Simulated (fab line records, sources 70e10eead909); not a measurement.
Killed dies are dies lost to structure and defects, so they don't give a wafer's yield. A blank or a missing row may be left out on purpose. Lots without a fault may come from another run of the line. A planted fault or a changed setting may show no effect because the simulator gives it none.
fab line records | flow nand_harc
record lots=13 wafers=39 last_day=25
route steps=1159 shown A_BLC@987 A_M0@1008 A_M1@1040
lots that met no fault: from a run of the same line without faults
start_h: hours from the record's first day to the start of the lot's first wafer shown | wait_h: hours since the lot's step before | " the same as in the row above | L1.1+2: a row that stands for several wafers | - no value, or no start given | * or withheld: withheld | < > ~ a bound
route shown NAME@n: a module of which the file shows steps, and the number in the route of the first | usual: mean/standard deviation of fault-free wafers | same: alike in all rows | chamber/n: place in a boat | sites: the reading at each site | _std_site: their standard deviation | _edge_site: outer sites' mean less inner sites' | radius_mm: how far each site lies from the wafer's centre | mask NAME#n: copy n | behind: the tool/chamber that last shaped the wafer | hold: why the lot was held/for how many hours/how that ended | device: the transistor (n, p or np) that didn't switch | end of line: the same wafers' tests at the end of the route | a step without rows: its recipe alone | killed: dies lost to structure and defects at the first sort, not the wafer's yield | map: a wafer's dies, x killed, . not, _ none there
set.NAME: the setting as run; set.NAME@STEP: as run at that earlier step | model.NAME: the simulator's own value behind a step, which no gauge read
steps of the route over a sample of lots; a table a step, a row a wafer
services: from which hour (start_h, from the record's first day; less than 0 if before it) a tool's chamber was out of use, for how many hours, and why
## steps
# step NHARC_A_BLC_PVD_32
# recipe target_thk_a=50 chamber_pressure_pa=5 power_w=5000 substrate_temp_c=200 time_s=17.7 material=Ti
# usual throttle_valve_pct=29.6/0.97
# columns lot.wafer tool chamber start_h wait_h throttle_valve_pct
L661.3 pvd_sputter-03 - - - 29.4
L661.2 " - " " 30.3
L661.5 " - " " 27.2
L658.1 pvd_sputter-02 - - - 30.8
L658.2 " - " " 30.0
L658.5 " - " " 30.0
L663.3 pvd_sputter-02 - - - 30.1
L663.4 " - " " 30.2
L663.5 " - " " 30.6
L660.2 pvd_sputter-01 - - - 30.1
L660.3 " - " " 30.7
L660.5 " - " " 29.0
L664.4 pvd_sputter-02 - - - 30.7
L664.1 " - " " 28.5
L664.6 " - " " 30.7
L669.1 pvd_sputter-02 - - - 28.2
L669.3 " - " " 30.6
L669.6 " - " " 30.3
L670.3 pvd_sputter-01 - - - 30.8
L670.4 " - " " 29.2
L670.6 " - " " 30.7
L675.3 pvd_sputter-03 - - - 29.2
L675.4 " - " " 30.6
L675.2 " - " " 28.6
L676.4 pvd_sputter-01 - - - 30.7
L676.3 " - " " 29.8
L676.5 " - " " 30.8
L677.2 pvd_sputter-02 - - - 30.6
L677.4 " - " " 30.0
L677.5 " - " " 28.2
L680.3 pvd_sputter-02 - - - 28.5
L680.4 " - " " 30.1
L680.6 " - " " 30.3
L679.4 pvd_sputter-03 - - - 29.0
L679.3 " - " " 30.4
L679.5 " - " " 28.8
L681.3 pvd_sputter-03 - - - 30.4
L681.6 " - " " 30.7
L681.5 " - " " 29.0
# step NHARC_A_M0_ETCH_34
# recipe target_depth_a=400 overetch_a=120 time_s=43.94 ion_energy_ev=200 n2_flow_sccm=150 h2_flow_sccm=150 ar_flow_sccm=0 rf_w=400 bias_w=150 chemistry=N2/H2
# usual chamber_pressure_mTorr=29.999/0.027 drypump_motor_current_A=5.8/0.56 oes_product_au=1.000/0.0096 rf_vpp_V=430.6/2.2 run_length_s=65.3/0.35 showerhead_plenum_p_Torr=2.04/0.077 throttle_valve_pct=14.172/0.0088
# columns lot.wafer tool chamber start_h wait_h chamber_pressure_mTorr drypump_motor_current_A oes_product_au rf_hours_counter_h rf_vpp_V run_length_s showerhead_plenum_p_Torr throttle_valve_pct
L661.2 rie_diel-13 1 406.79 0.1 29.957 5.6 1.001 10 430.7 65.1 2.02 14.159
L661.3 " 2 " " 30.015 5.7 1.009 9 432.1 65.1 2.15 14.173
L661.5 " 3 " " 29.997 6.6 1.002 - 429.2 65.6 2.03 14.173
L658.1 rie_diel-13 1 408.03 0.1 30.030 5.6 0.989 10 430.2 65.3 2.02 14.172
L658.2 " 3 " " 29.989 6.6 0.992 9 431.2 65.4 2.03 14.189
L658.5 " 0 " " 30.008 5.5 0.989 - 430.8 65.4 2.04 14.175
L663.4 rie_diel-13 3 410.45 0.1 29.969 6.6 1.008 9 429.8 65.5 2.03 14.179
L663.3 " 1 " " 30.030 5.6 0.991 10 430.2 65.7 2.02 14.174
L663.5 " 2 " " 30.027 5.8 1.013 - 434.0 65.4 2.15 14.176
L660.2 rie_diel-13 0 413.41 0.1 29.978 5.5 0.985 10 431.8 65.1 2.04 14.181
L660.3 " 1 " " 30.010 5.6 0.985 10 430.6 65.4 2.02 14.172
L660.5 " 3 " " 29.986 6.6 1.002 - 432.1 65.2 2.03 14.155
L664.1 rie_diel-01 2 425.31 0.1 29.937 5.2 0.997 7 426.0 65.7 1.90 14.178
L664.4 " 0 " " 30.028 5.9 0.981 - 428.8 66.1 1.97 14.182
L664.6 " 1 " " 29.977 6.5 1.010 - 431.5 64.4 2.06 14.177
L669.3 rie_diel-03 3 456.94 0.1 30.041 6.3 1.007 5 433.4 64.8 2.16 14.167
L669.1 " 2 " " 30.026 6.6 1.004 4 425.8 65.3 1.89 14.174
L669.6 " 0 " " 29.989 5.3 1.007 - 430.8 65.4 2.03 14.171
L670.4 rie_diel-13 2 473.57 0.1 29.980 5.7 1.009 1 433.2 65.4 2.15 14.166
L670.3 " 3 " " 30.052 6.6 1.011 1 430.0 65.9 2.03 14.167
L670.6 " 1 " " 30.011 5.6 0.995 - 430.4 65.0 2.02 14.175
L675.3 rie_diel-13 1 504.05 0.1 30.012 5.6 0.997 4 430.7 65.3 2.02 14.191
L675.4 " 2 " " 29.965 5.7 1.002 3 433.5 65.2 2.15 14.182
L675.2 " 3 " " 30.008 6.6 1.001 2 430.2 65.3 2.03 14.151
L676.3 rie_diel-03 0 508.56 0.1 30.039 5.3 0.996 8 430.9 65.5 2.03 14.175
L676.5 " 0 " " 30.037 5.3 0.999 - 429.8 65.3 2.03 14.176
L676.4 " 1 " " 29.993 5.0 0.979 - 431.9 65.3 2.06 14.158
L677.2 rie_diel-01 0 508.89 0.1 29.998 5.9 1.011 1 427.8 66.1 1.97 14.184
L677.4 " 1 " " 29.974 6.5 1.003 1 431.0 64.6 2.06 14.156
L677.5 " 0 " " 29.957 5.8 1.025 - 430.4 65.8 1.97 14.174
L680.4 rie_diel-13 3 522.92 0.1 30.002 6.6 0.977 4 430.2 65.1 2.03 14.172
L680.3 " 0 " " 29.990 5.5 1.012 5 431.0 65.6 2.04 14.182
L680.6 " 0 " " 30.013 5.5 0.997 - 430.7 65.4 2.04 14.172
L679.3 rie_diel-03 0 532.30 0.1 29.981 5.3 1.005 11 428.6 65.7 2.03 14.165
L679.4 " 2 " " 29.980 6.6 1.012 8 427.5 65.3 1.89 14.170
L679.5 " 0 " " 30.012 5.3 1.002 - 429.5 65.0 2.03 14.164
L681.3 rie_diel-03 3 550.27 0.1 30.070 6.3 1.002 - 432.9 65.0 2.16 14.179
L681.5 " 3 " " 29.950 6.3 0.996 - 433.7 64.8 2.16 14.192
L681.6 " 0 " " 30.016 5.3 0.992 - 428.9 65.4 2.03 14.166
# step NHARC_A_M1_ETCH_35
# recipe target_depth_a=400 overetch_a=120 time_s=43.94 ion_energy_ev=200 n2_flow_sccm=150 h2_flow_sccm=150 ar_flow_sccm=0 rf_w=400 bias_w=150 chemistry=N2/H2
# usual chamber_pressure_mTorr=29.996/0.027 drypump_motor_current_A=5.7/0.44 oes_product_au=1.002/0.0089 rf_vpp_V=430.8/2.3 run_length_s=65.1/0.44 showerhead_plenum_p_Torr=2.05/0.078 throttle_valve_pct=14.170/0.0096
# columns lot.wafer tool chamber start_h wait_h chamber_pressure_mTorr drypump_motor_current_A oes_product_au rf_hours_counter_h rf_vpp_V run_length_s showerhead_plenum_p_Torr throttle_valve_pct
L661.2 rie_diel-09 3 411.21 0.1 30.022 5.9 1.002 4.1 428.3 65.3 1.95 14.175
L661.3 " 1 " " 29.987 5.6 0.982 3.4 431.6 64.8 2.10 14.178
L661.5 " 3 " " 29.995 5.9 0.998 - 428.3 65.0 1.95 14.195
L658.2 rie_diel-09 1 412.18 0.1 29.912 5.6 0.996 3.6 431.9 65.0 2.10 14.186
L658.1 " 3 " " 29.955 5.9 1.010 4.2 427.4 64.8 1.95 14.170
L658.5 " 2 " " 29.991 5.3 1.004 - 433.5 64.4 2.20 14.177
L663.4 rie_diel-07 2 414.62 0.1 29.981 5.4 0.988 0.0 433.0 65.4 2.09 14.154
L663.3 " 3 " " 29.944 5.2 1.009 0.0 427.5 65.1 1.93 14.163
L663.5 " 1 " " 30.037 5.4 1.016 - 432.4 65.8 2.07 14.190
L660.3 rie_diel-05 0 417.52 0.1 30.010 5.8 1.000 3.8 429.5 65.4 1.97 14.161
L660.2 " 2 " " 29.977 6.5 0.996 4.6 430.7 65.2 2.04 14.160
L660.5 " 1 " " 29.960 6.5 0.993 - 432.8 64.9 2.11 14.166
L664.1 rie_diel-07 2 429.42 0.1 29.999 5.4 0.995 0.7 432.0 65.6 2.09 14.171
L664.4 " 3 " " 29.997 5.2 0.998 1.0 427.7 65.2 1.93 14.158
L664.6 " 0 " " 29.964 5.1 1.022 - 433.4 64.6 2.13 14.177
L669.1 rie_diel-09 1 461.23 0.1 30.007 5.6 1.004 0.4 433.4 64.5 2.10 14.175
L669.3 " 0 " " 30.000 5.2 1.003 0.5 429.4 54.0 1.99 14.164
L669.6 " 2 " " 30.003 5.3 0.999 - 434.2 64.9 2.20 14.165
L670.4 rie_diel-07 1 478.34 0.1 29.987 5.4 1.009 4.4 430.9 65.1 2.07 14.170
L670.3 " 0 " " 30.001 5.1 1.010 5.2 432.2 64.9 2.13 14.149
L670.6 " 1 " " 29.993 5.4 1.006 - 432.5 65.0 2.07 14.179
L675.4 rie_diel-07 0 507.99 0.1 29.993 5.1 1.020 7.2 432.2 64.7 2.13 14.164
L675.3 " 1 " " 29.968 5.4 1.007 6.0 431.5 65.1 2.07 14.169
L675.2 " 2 " " 29.987 5.4 1.005 6.4 432.8 65.5 2.09 14.169
L676.3 rie_diel-07 0 512.84 0.1 29.961 5.1 1.012 7.5 432.5 64.6 2.13 14.162
L676.4 " 3 " " 29.989 5.2 0.995 7.1 429.0 65.1 1.93 14.161
L676.5 " 0 " " 29.946 5.1 1.011 - 432.6 64.4 2.13 14.165
L677.2 rie_diel-05 3 513.23 0.1 30.019 5.8 0.998 9.1 428.6 65.4 2.00 14.172
L677.4 " 2 " " 30.010 6.5 0.988 9.3 431.1 65.1 2.04 14.184
L677.5 " 3 " " 30.003 5.8 1.001 - 429.5 65.9 2.00 14.162
L680.4 rie_diel-05 3 526.83 0.1 29.982 5.8 1.008 0.0 429.9 66.2 2.00 14.177
L680.3 " 2 " " 30.009 6.5 1.008 0.0 430.0 65.5 2.04 14.157
L680.6 " 0 " " 29.997 5.7 1.009 - 429.0 65.8 1.96 14.161
L679.4 rie_diel-07 2 536.38 0.1 29.993 5.4 0.999 8.8 431.8 65.2 2.09 14.169
L679.3 " 3 " " 29.991 5.2 0.998 9.3 428.1 64.7 1.92 14.172
L679.5 " 3 " " 29.995 5.2 1.002 - 428.6 65.0 1.92 14.155
L681.3 rie_diel-05 1 554.41 0.1 30.036 6.5 0.991 1.3 433.9 64.8 2.11 14.158
L681.5 " 0 " " 29.962 5.8 0.995 - 429.3 65.3 1.96 14.171
L681.6 " 1 " " 29.993 6.5 0.994 - 432.4 64.8 2.11 14.187
# step NHARC_A_M1_ANNEAL_31
# recipe temp_c=225 time_s=90
# usual wafer_temp_C_max=226.1/0.49
# columns lot.wafer tool chamber start_h wait_h wafer_temp_C_max
L661.2 rtp_anneal-01 0 413.03 - 225.4
L661.3 " 0 " " 225.4
L661.5 " 0 " " 225.7
L658.1 rtp_anneal-01 0 413.92 0.4 225.3
L658.2 " 0 " " 225.5
L658.5 " 0 " " 225.3
L663.3 rtp_anneal-02 0 416.45 0.3 226.3
L663.4 " 0 " " 226.1
L663.5 " 0 " " 226.2
L660.2 rtp_anneal-02 0 419.24 0.3 226.1
L660.3 " 0 " " 226.2
L660.5 " 0 " " 227.0
L664.1 rtp_anneal-01 0 431.08 - 226.0
L664.4 " 0 " " 225.7
L664.6 " 0 " " 225.4
L669.1 rtp_anneal-02 0 462.90 - 226.7
L669.3 " 0 " " 226.5
L669.6 " 0 " " 227.0
L670.3 rtp_anneal-02 0 480.11 - 225.9
L670.4 " 0 " " 226.4
L670.6 " 0 " " 227.0
L675.2 rtp_anneal-01 0 509.73 0.3 225.5
L675.3 " 0 " " 225.6
L675.4 " 0 " " 225.4
L676.3 rtp_anneal-02 0 514.77 - 227.0
L676.4 " 0 " " 226.6
L676.5 " 0 " " 226.6
L677.2 rtp_anneal-01 0 515.02 - 225.5
L677.4 " 0 " " 225.5
L677.5 " 0 " " 225.4
L680.3 rtp_anneal-02 0 528.70 - 226.7
L680.4 " 0 " " 226.9
L680.6 " 0 " " 226.3
L679.3 rtp_anneal-01 0 538.83 - 225.7
L679.4 " 0 " " 225.5
L679.5 " 0 " " 225.9
L681.3 rtp_anneal-01 0 556.39 - 225.9
L681.5 " 0 " " 225.6
L681.6 " 0 " " 225.6
## services
# columns tool chamber start_h hours kind
rie_diel-05 - 384.09 0.5 repair
rie_diel-03 - 392.39 9.0 pm
pvd_sputter-02 - 393.38 10.0 pm
rie_diel-09 1 394.64 2.1 repair
rie_diel-07 - 405.24 9.0 pm
rie_diel-09 - 431.10 9.0 pm
rie_diel-13 - 453.00 9.0 pm
pvd_sputter-03 - 460.78 10.0 pm
rie_diel-01 0 467.98 6.1 repair
pvd_sputter-01 - 479.99 5.9 repair
rie_diel-07 3 489.96 2.9 repair
rie_diel-01 - 492.14 9.0 pm
rie_diel-07 1 492.59 5.1 repair
rie_diel-09 1 494.83 5.1 repair
rie_diel-03 2 505.76 10.0 repair
rie_diel-03 - 507.24 1.0 repair
pvd_sputter-01 - 514.04 10.0 pm
pvd_sputter-03 - 516.58 2.3 repair
rie_diel-05 - 517.61 9.0 pm
pvd_sputter-03 - 519.29 5.4 repair
rie_diel-05 2 534.46 23.2 repair
rie_diel-03 1 543.51 11.6 repair
rie_diel-03 2 547.14 15.5 repair
rie_diel-09 1 548.58 14.5 repair
## key
first_sign step=NHARC_A_M1_ETCH_35 reading=run_length_s direction=down sigmas=25 usual=* struck=*
effect none on later readings
met_at NHARC_A_M1_ETCH_35
struck_lots L669
struck_wafers L669.3
later_rows_left_out L669.3
sort_left_out L669.3
not_acting_at NHARC_A_BLC_PVD_32,NHARC_A_M0_ETCH_34,NHARC_A_M1_ANNEAL_31
fault kind=process_parameter_drift tool=rie_diel-09 chamber=0 onset_h=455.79 steps=NHARC_A_M1_ETCH_35 channel=time_s offset=* shape=step end_h=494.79 acts_in=* stated=*
# sort_left_out: the simulated sort isn't trusted on such a fault, so these wafers' sort isn't shown, and their yield isn't known
# later_rows_left_out: the simulator's readings of these wafers behind a module that went badly wrong aren't trusted and aren't shown, but for the sort
